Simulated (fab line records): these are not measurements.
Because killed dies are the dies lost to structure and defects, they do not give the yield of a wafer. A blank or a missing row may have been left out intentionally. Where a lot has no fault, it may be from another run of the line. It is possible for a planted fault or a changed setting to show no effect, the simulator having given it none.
Which tool is to blame? ; flow n5-finfet ; 30 wafers from 10 lots sampled at 5 of the route's 1938 steps

WHAT EACH GAUGE READ, for each wafer
N5_BEOL_M4_RC_MEAS_101. Usual: DIBL_N 36.0 mV/V, standard deviation 1.3; DIBL_P 36.2 mV/V, standard deviation 1.7; IOFF_N 0.155 nA/um, standard deviation 0.024; IOFF_P 0.21 nA/um, standard deviation 0.034; ION_N 674 uA/um, standard deviation 9; ION_P 463 uA/um, standard deviation 7.1; SS_N 71.4 mV/dec, standard deviation 0.5; SS_P 73.4 mV/dec, standard deviation 0.57; VT_N 250.0 mV, standard deviation 2.8; VT_P -251 mV, standard deviation 3.2.
lot;measured;on;DIBL_N (mV/V);DIBL_P (mV/V);IOFF_N (nA/um);IOFF_P (nA/um);ION_N (uA/um);ION_P (uA/um);SS_N (mV/dec);SS_P (mV/dec);VT_N (mV);VT_P (mV);flag
L609;day 11 09:54;prober-01;35.8 35.7 37.3;35.3 35.4 37.0;0.143 0.144 0.171;0.18 0.19 0.20;675 675 680;457 458 459;71.1 70.8 71.6;72.9 73.4 73.3;250.7 251.6 249.7;-252 -252 -251;
L610;day 11 12:30;prober-02;35.3 37.4 35.4;33.8 36.0 33.4;0.133 0.164 0.134;0.19 0.22 0.19;674 681 665;466 467 463;71.6 71.4 71.7;72.8 73.2 73.0;251.5 247.7 251.1;-251 -250 -251;
L611;day 11 18:32;prober-01;36.0 36.1 35.8;37.6 37.5 36.5;0.164 0.170 0.153;0.23 0.24 0.21;681 684 684;467 474 473;71.3 71.3 71.1;73.5 72.8 73.8;247.5 249.1 250.3;-249 -248 -250;
L623;day 14 07:26;prober-02;38.0 36.2 36.5;38.0 36.0 35.8;0.180 0.142 0.143;0.24 0.20 0.20;680 664 667;466 459 463;71.8 71.0 71.7;73.8 73.3 73.8;249.6 249.0 253.3;-252 -252 -252;
L624;day 14 10:12;prober-01;35.4 34.7 35.4;37.6 37.2 38.1;0.143 0.137 0.149;0.19 0.18 0.20;670 666 676;459 456 467;71.4 71.4 72.0;73.7 73.1 73.9;252.1 250.1 250.3;-254 -253 -251;
L626;day 14 15:31;prober-01;36.7 37.5 36.4;36.2 37.5 36.1;0.164 0.180 0.156;0.24 0.26 0.23;680 683 680;473 476 472;72.1 72.1 72.2;73.5 74.1 73.3;250.9 251.2 250.9;-246 -246 -247;
L612;day 15 11:17;prober-02;36.1 36.3 34.5;37.0 37.2 35.2;0.162 0.155 0.132;0.20 0.20 0.18;674 663 660;458 451 453;71.9 71.7 71.2;73.4 72.9 73.7;249.5 251.1 252.5;-251 -254 -254;
L630;day 15 11:43;prober-01;35.7 34.8 34.3;34.9 34.3 34.5;0.135 0.120 0.121;0.20 0.19 0.19;676 668 664;464 464 464;70.9 71.0 70.4;73.0 72.4 72.5;251.9 255.6 253.3;-251 -249 -250;
L629;day 15 22:30;prober-01;34.6 33.5 33.9;34.0 33.6 33.6;0.126 0.124 0.121;0.16 0.16 0.16;657 658 655;447 453 453;70.6 71.5 71.5;73.1 72.0 73.2;257.1 253.6 253.1;-257 -256 -256;
L627;day 16 09:26;prober-01;34.5 36.4 35.0;35.1 37.7 35.5;0.136 0.172 0.146;0.18 0.22 0.19;669 680 671;456 468 467;70.9 71.4 71.5;73.0 73.1 72.6;251.0 246.8 249.7;-253 -251 -251;

TOOL THAT RAN EACH LOT (tool first, then ch and the chambers of the sampled wafers, then the start)
lot;N5_BEOL_M2_STRIP_97;N5_BEOL_M2_ANNEAL_87;N5_BEOL_M2_SPUTTER_90;N5_BEOL_M2_ANNEAL_93
L609;rie-diel-04 ch 1,2, day 9 10:33 or earlier;pvd-sputter-02, day 9 10:33;pvd-sputter-02, day 9 10:55;pvd-sputter-02, day 9 11:13
L610;rie-diel-04 ch 0,1,3, day 9 14:03 or earlier;pvd-sputter-03, day 9 14:03;pvd-sputter-03, day 9 14:25;pvd-sputter-03, day 9 14:43
L611;rie-diel-02 ch 0,1,2, day 9 16:42 or earlier;pvd-sputter-01, day 9 16:42;pvd-sputter-01, day 9 17:04;pvd-sputter-01, day 9 17:22
L623;rie-diel-04 ch 1,2, day 12 06:37 or earlier;pvd-sputter-03, day 12 06:37;pvd-sputter-03, day 12 06:59;pvd-sputter-03, day 12 07:17
L624;rie-diel-04 ch 0,1, day 12 13:07 or earlier;pvd-sputter-03, day 12 13:07;pvd-sputter-03, day 12 13:29;pvd-sputter-03, day 12 13:47
L626;rie-diel-05 ch 0,1, day 13 00:55 or earlier;pvd-sputter-02, day 13 00:55;pvd-sputter-02, day 13 01:16;pvd-sputter-02, day 13 01:34
L612;rie-diel-02 ch 0,1,2, day 13 10:58 or earlier;pvd-sputter-01, day 13 10:58;pvd-sputter-01, day 13 11:19;pvd-sputter-01, day 13 11:37
L630;rie-diel-02 ch 2,3, day 13 15:28 or earlier;pvd-sputter-03, day 13 15:28;pvd-sputter-03, day 13 15:49;pvd-sputter-03, day 13 16:07
L629;rie-diel-04 ch 0,3, day 13 19:41 or earlier;pvd-sputter-02, day 13 19:41;pvd-sputter-02, day 13 20:02;pvd-sputter-02, day 13 20:20
L627;rie-diel-05 ch 0,2, day 13 19:58 or earlier;pvd-sputter-01, day 13 19:58;pvd-sputter-01, day 13 20:19;pvd-sputter-01, day 13 20:37
- N5_BEOL_M2_STRIP_97: strips in N2/H2, time 10 s.
- N5_BEOL_M2_ANNEAL_87: time 240 s.
- N5_BEOL_M2_SPUTTER_90: material Cu, target thk 4.5 nm, time 8.29 s.
- N5_BEOL_M2_ANNEAL_93: time 240 s.

AS READ BY THE TOOLS THEMSELVES (means over the sampled wafers that have a number; for cases with no such wafer, the mark the record gives instead)
N5_BEOL_M2_STRIP_97. Usual: drypump-motor-current-A is 5.8 A with standard deviation 0.45, h2-flow-sccm is 200.1 sccm with standard deviation 0.69, n2-flow-sccm is 199.9 sccm with standard deviation 0.58, oes-product-au is 0.75 a.u. with standard deviation 0.078, rf-vpp-V is 59.2 V with standard deviation 0.85, showerhead-plenum-p-Torr is 2.54 Torr with standard deviation 0.048, and throttle-valve-pct is 23.62 % with standard deviation 0.23.
lot;tool;drypump-motor-current-A (A);h2-flow-sccm (sccm);n2-flow-sccm (sccm);oes-product-au (a.u.);rf-vpp-V (V);showerhead-plenum-p-Torr (Torr);throttle-valve-pct (%);flag
L609;rie-diel-04;5.6;200.8;199.8;0.71;59.7;2.59;23.56;
L610;rie-diel-04;5.6;200.0;199.7;0.68;58.8;2.58;23.67;
L611;rie-diel-02;5.6;200.1;199.6;0.77;58.8;2.54;23.76;
L623;rie-diel-04;5.6;199.6;200.2;0.69;59.8;2.58;23.60;
L624;rie-diel-04;5.8;199.7;199.3;0.85;59.5;2.54;23.42;
L626;rie-diel-05;6.2;200.1;200.3;0.79;58.8;2.48;23.32;
L612;rie-diel-02;5.6;199.9;200.1;0.73;58.9;2.52;23.81;
L630;rie-diel-02;5.2;200.1;200.3;0.78;59.1;2.54;23.91;
L629;rie-diel-04;5.8;199.8;199.5;0.93;58.5;2.53;23.43;
L627;rie-diel-05;5.8;199.6;200.0;0.70;59.3;2.51;23.53;

N5_BEOL_M2_ANNEAL_87. Usual: heater-power-w reads 836 W (standard deviation 77).
lot;tool;heater-power-w (W);flag
L609;pvd-sputter-02;825;
L610;pvd-sputter-03;851;
L611;pvd-sputter-01;901;
L623;pvd-sputter-03;801;
L624;pvd-sputter-03;849;
L626;pvd-sputter-02;819;
L612;pvd-sputter-01;890;
L630;pvd-sputter-03;800;
L629;pvd-sputter-02;838;
L627;pvd-sputter-01;903;

N5_BEOL_M2_SPUTTER_90. Usual: chamber-pressure-pa 0.06999 Pa, standard deviation 0.00014; chuck-gas-flow-sccm 1.27 sccm, standard deviation 0.051; throttle-valve-pct 29.9 %, standard deviation 0.99.
lot;tool;chamber-pressure-pa (Pa);chuck-gas-flow-sccm (sccm);throttle-valve-pct (%);flag
L609;pvd-sputter-02;0.07000;1.28;28.0;
L610;pvd-sputter-03;0.06992;1.28;29.7;
L611;pvd-sputter-01;0.07002;1.23;29.5;
L623;pvd-sputter-03;-;-;-;OFF
L624;pvd-sputter-03;-;-;-;OFF
L626;pvd-sputter-02;-;-;-;OFF
L612;pvd-sputter-01;0.06993;1.28;29.2;
L630;pvd-sputter-03;0.06996;1.28;30.3;
L629;pvd-sputter-02;0.06997;1.29;29.6;
L627;pvd-sputter-01;0.06999;1.25;29.7;

N5_BEOL_M2_ANNEAL_93. Usual: heater-power-w reads 834 W (standard deviation 75).
lot;tool;heater-power-w (W);flag
L609;pvd-sputter-02;822;
L610;pvd-sputter-03;845;
L611;pvd-sputter-01;906;
L623;pvd-sputter-03;787;
L624;pvd-sputter-03;857;
L626;pvd-sputter-02;824;
L612;pvd-sputter-01;890;
L630;pvd-sputter-03;800;
L629;pvd-sputter-02;852;
L627;pvd-sputter-01;882;

THE ANSWER, worked out from the rows above alone
Rule: lot off if the mean of its wafers having a number is beyond 3 standard deviations from the usual mean. Also off: a lot with no number at a reading for which 4 or more lots have one. All remaining lots with rows at the step are treated as sound. First the gauges in route order, then the tools' own readings, where a lot's mean is used as printed above. The first step at which some lot is off is used, and at that step the reading that is off furthest; a lot without a number counts as furthest.
Off at N5_BEOL_M2_SPUTTER_90 (chamber-pressure-pa): L623, L624, L626. Without a number there: L623, L624, L626.
A tool fits if, at that step or a process step before it, it ran every lot that is off, and no sound lot after the first of them. N5_BEOL_M2_STRIP_97: start missing for some lots; hours and lot order therefore follow N5_BEOL_M2_ANNEAL_87. Of those tried, none fits.

WHAT WAS PUT IN BY THE SIMULATOR
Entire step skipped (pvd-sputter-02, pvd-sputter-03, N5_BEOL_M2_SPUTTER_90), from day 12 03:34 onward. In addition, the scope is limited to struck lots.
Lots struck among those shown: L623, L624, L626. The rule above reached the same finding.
